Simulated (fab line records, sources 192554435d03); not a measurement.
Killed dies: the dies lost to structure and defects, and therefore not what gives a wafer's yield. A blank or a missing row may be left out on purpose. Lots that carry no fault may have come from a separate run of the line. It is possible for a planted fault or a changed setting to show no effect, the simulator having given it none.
Split-lot trial ; flow n5_finfet ; 7 lots, 21 wafers read, on a route of 1938 steps

## THE SPLIT
At N5_BEOL_M14_COAT_04 (resist thk 800 nm), the setting spin_rpm was moved away from the recipe's 1704 rpm on 7 of the 21 wafers read, by -9.8% to +10.8%. This setting was run at the recipe's value on the other wafers.

## FROM THE SPLIT TO THE READING: what the file shows between them, 2 steps
- N5_BEOL_M14_DESCUM_15: chemistry O2, time 7.9 s (also split here: time_s)
- N5_BEOL_M14_ETCH_59: etches BARC in N2/H2, target depth 89 nm, overetch 26.7 nm, time 67.9 s

## THE READING
coat_of_BEOL_M14_COAT_04.thk_nm (the simulator's own value, which no gauge read), in nm, at N5_BEOL_M14_VIA_ETCH_16 (etches SiO2 in C4F8/O2/Ar, target depth 1231.3 nm). The file gives no usual value for it. The 14 wafers here that ran the recipe average 455.7 nm, standard deviation 3.2 nm.

wafer;tool, chamber at the split;spin_rpm as run, rpm;against the recipe;coat_of_BEOL_M14_COAT_04.thk_nm, nm;against lot-mates on the recipe
L078.2;litho_track-03, 0;1888;+10.8%;421;-35.2
L078.4;litho_track-03, 0;1704;recipe;453.6;-
L078.5;litho_track-03, 0;1704;recipe;458.8;-
L080.1;litho_track-01, 0;1704;recipe;455.6;-
L080.4;litho_track-01, 0;1704;recipe;451;-
L080.6;litho_track-01, 0;1537;-9.8%;497.2;+43.9
L083.2;litho_track-02, 0;1839;+7.9%;425.2;-31.8
L083.3;litho_track-02, 0;1704;recipe;457;-
L083.6;litho_track-02, 0;1839;+7.9%;432.6;-24.4
L084.1;litho_track-02, 0;1778;+4.3%;441.2;-16.2
L084.3;litho_track-02, 0;1704;recipe;461.2;-
L084.4;litho_track-02, 0;1704;recipe;453.6;-
L087.3;litho_track-02, 0;1704;recipe;457.8;-
L087.4;litho_track-02, 0;1704;recipe;449.8;-
L087.6;litho_track-02, 0;1704;recipe;452.6;-
L095.1;litho_track-03, 0;1789;+5.0%;447.2;-7.6
L095.3;litho_track-03, 0;1789;+5.0%;436.4;-18.4
L095.6;litho_track-03, 0;1704;recipe;454.8;-
L097.4;litho_track-03, 0;1704;recipe;457.4;-
L097.5;litho_track-03, 0;1704;recipe;459.8;-
L097.6;litho_track-03, 0;1704;recipe;456.4;-

FIT RESULTS
A straight line over all 21 wafers: coat_of_BEOL_M14_COAT_04.thk_nm changes by -3.54 nm for each +1% of spin_rpm; r = -0.97; the points scatter about the line by 4 nm.
The same after taking each lot's own level away (the mean of its wafers on the recipe; 21 wafers): -3.67 nm for each +1%; r = -0.97; scatter 3.9 nm.
According to that fit, moving spin_rpm by its largest amount changes the reading by 40 nm.
Across the lots, their own levels run from 453.30 to 457.87 nm, a range of 1.4 times the standard deviation given above.
The two slopes are in agreement: the lot-to-lot level therefore moves the slope only a little.
Check: with one of the wafers moved furthest among these (+10.8%) left out of the fit, the line predicts -39.7 nm for it against its lot-mates. It came out at -35.2 nm against them.

## FURTHER SPLITS ON THESE WAFERS
Before the reading, these wafers also passed through other splits. Each is held against what the fit with the lots' levels taken away leaves over:
other split on the same wafers;wafers away from the commonest value;r with coat_of_BEOL_M14_COAT_04.thk_nm (lot level and that fit taken away)
N5_BEOL_M13_ETCH_59 time_s;7;-0.02
N5_BEOL_M14_DESCUM_15 time_s;8;+0.01

## THE WHOLE CHAIN: every reading that the file lists as answering this split, in the file's order
step;what it does;reading;change (the file's fit);r (the file's)
N5_BEOL_M14_COAT_04;resist thk 800 nm;coat_of_BEOL_M14_COAT_04.thk_nm (the simulator's own value, which no gauge read);-4.05 nm for each +1% of the setting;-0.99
N5_BEOL_M14_VIA_ETCH_16;etches SiO2 in C4F8/O2/Ar, target depth 1231.3 nm;coat_of_BEOL_M14_COAT_04.thk_nm (the simulator's own value, which no gauge read);-3.66 nm for each +1% of the setting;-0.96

## FILE'S OWN FIT
coat_of_BEOL_M14_COAT_04.thk_nm changes by -3.66 nm for each +1% of spin_rpm, r = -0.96.
